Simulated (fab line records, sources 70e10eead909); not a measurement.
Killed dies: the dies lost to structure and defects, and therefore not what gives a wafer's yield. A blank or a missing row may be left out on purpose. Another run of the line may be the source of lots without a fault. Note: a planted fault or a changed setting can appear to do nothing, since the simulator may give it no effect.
Comparing a struck lot with a sound one + flow nand_harc + 14 out of 1302 route steps
Sound: these wafers, L221.3, L221.4, L221.6. Struck: wafers L232.1, L232.4, L232.5. At the end, the cause is stated.
At each step with rows: each side's tool, then ch and its chambers, then its first start. Under that, the readings that differ: sound wafers + struck wafers + difference of the means + sigmas: that difference in standard deviations of wafers without a fault.
alike: readings whose means differ by less than 2 such deviations, and words and numbers that are the same on both sides. not compared: withheld readings, readings that some wafer has no value for, bounds like >300 that may hide the same value, and numbers for which the record gives no deviation and whose values overlap.
A row with sigmas, a row that says differs or no value, or rows on one side alone: a step with any of these is where the two part. Non-overlapping numbers with no deviation appear without sigmas and do not part them. A reading that every wafer of one side lacks parts them only if that side has two wafers or more.

NHARC_P_START_INSPECT_01:
  struck on defect_inspect-01, day 7 16:02; sound on defect_inspect-02, day 3 02:02
  alike: raw_defect_count
then, 10 steps without rows for these wafers: NHARC_P_ZERO_WELL_PRECLEAN_00 (cleans in SPM, time 600 s); NHARC_P_ZERO_WELL_SRD_01; NHARC_P_ZERO_WELL_PECVD_02 (deposits SiO2, target thk 10 nm); NHARC_P_ZERO_WELL_DEHYDRATE_03 (time 120 s); NHARC_P_ZERO_WELL_HMDS_04 (time 30 s); NHARC_P_ZERO_WELL_COAT_64 (time 65 s); NHARC_P_ZERO_WELL_COAT_05 (resist thk 600 nm); NHARC_P_ZERO_WELL_SOFTBAKE_06 (time 70 s); NHARC_P_ZERO_WELL_EBR_07; NHARC_P_ZERO_WELL_EXPOSE_08 (exposes mask P ZERO, target cd 500 nm).
NHARC_P_ZERO_WELL_PEB_09: peb time 80 s.
  sound on litho_track-07 ch 0, day 3 03:10; struck on litho_track-07 ch 0, day 7 17:07
| reading                  | sound                | struck               | difference | sigmas |
|--------------------------|----------------------|----------------------|------------|--------|
| heater_power_total_W (W) | 188.5 188.5 189.9    | 175.1 174.7 174.2    | -14.3      | -19    |
| plate_temp_C (C)         | 128.00 128.14 127.95 | 120.07 120.12 120.00 | -7.97      | -61    |
then, 1 step without rows for these wafers: NHARC_P_ZERO_WELL_DEVELOP_10 (time 50 s).
NHARC_P_ZERO_WELL_CD_MEAS_11: the cd target is 500 nm.
  sound on cd_sem-02 ch 0, day 3 03:15; struck on cd_sem-02 ch 0
| reading    | sound             | struck            | difference | sigmas |
|------------|-------------------|-------------------|------------|--------|
| cd_nm (nm) | 500.4 498.0 498.7 | 442.1 441.9 439.5 | -57.9      | -29    |
  not compared: hold

== WHERE THEY PART ==
Last at NHARC_P_ZERO_WELL_CD_MEAS_11 as far as this record goes, first at NHARC_P_ZERO_WELL_PEB_09.

WHY: the cause the simulator had injected
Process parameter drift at NHARC_P_ZERO_WELL_PEB_09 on litho_track-07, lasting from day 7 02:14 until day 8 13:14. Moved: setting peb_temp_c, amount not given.
